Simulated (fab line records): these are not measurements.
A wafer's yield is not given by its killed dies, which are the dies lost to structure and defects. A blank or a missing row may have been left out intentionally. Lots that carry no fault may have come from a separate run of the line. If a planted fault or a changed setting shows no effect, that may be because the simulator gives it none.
Chamber matching -- flow n5 finfet -- ald hk-02 running N5_HKMG_FIN_ALD_74: 4 sister chambers
The step deposits La2O3, target thk 0.5 nm, pulse time 6 s, co reactant pulse time 1 s. 14 wafers are shown with their chamber, then 7 later ones without.

== WAFERS WITH THEIR CHAMBER ==
wafer,chamber,heater power w (W),precursor pulse height rel
L075.3,3,409,1.004
L075.4,1,323,1.018
L075.6,0,306,0.996
L077.4,3,410,0.986
L077.5,3,409,0.996
L077.6,2,319,0.954
L078.2,0,304,1.011
L078.4,3,408,0.958
L078.5,0,303,0.952
L081.1,2,325,1.028
L081.3,3,404,0.993
L081.6,2,320,1.000
L082.2,1,339,0.979
L082.3,0,302,1.016

SIGNATURES (averages over the wafers above)
reading,chamber 0,chamber 1,chamber 2,chamber 3,scatter within a chamber
heater power w,303.75,331.00,321.33,408.00,4.24
precursor pulse height rel,0.99375,0.99850,0.99400,0.98740,0.0271
Rule: for each reading, subtract the chamber's mean from the wafer's reading, divide by that reading's scatter and square the result; add these up over the readings and take the root, which gives the wafer's distance from the chamber. The wafer belongs to the nearest chamber; if the next one is less than 2 further off, it can't be placed. The scatter: the root of (the sum of the squares of (reading less its chamber's mean) over the shown wafers, divided by (wafers less chambers)).

== WAFERS WITH NO CHAMBER GIVEN ==
wafer,heater power w (W),precursor pulse height rel
L082.5,318,0.992
L091.1,416,0.966
L091.2,330,1.008
L091.4,320,0.984
L092.2,421,0.995
L092.4,334,0.983
L092.5,409,0.976

== EACH ONE'S CHAMBER ==
wafer,from the rows above,in truth
L082.5,2,2
L091.1,3,3
L091.2,can't be placed: 1 or 2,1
L091.4,2,2
L092.2,3,3
L092.4,1,1
L092.5,3,3
Correct placement for 6 of the 7. These rows do not allow placing 1 (true chamber among the candidates in 1). 0 placed wrongly.
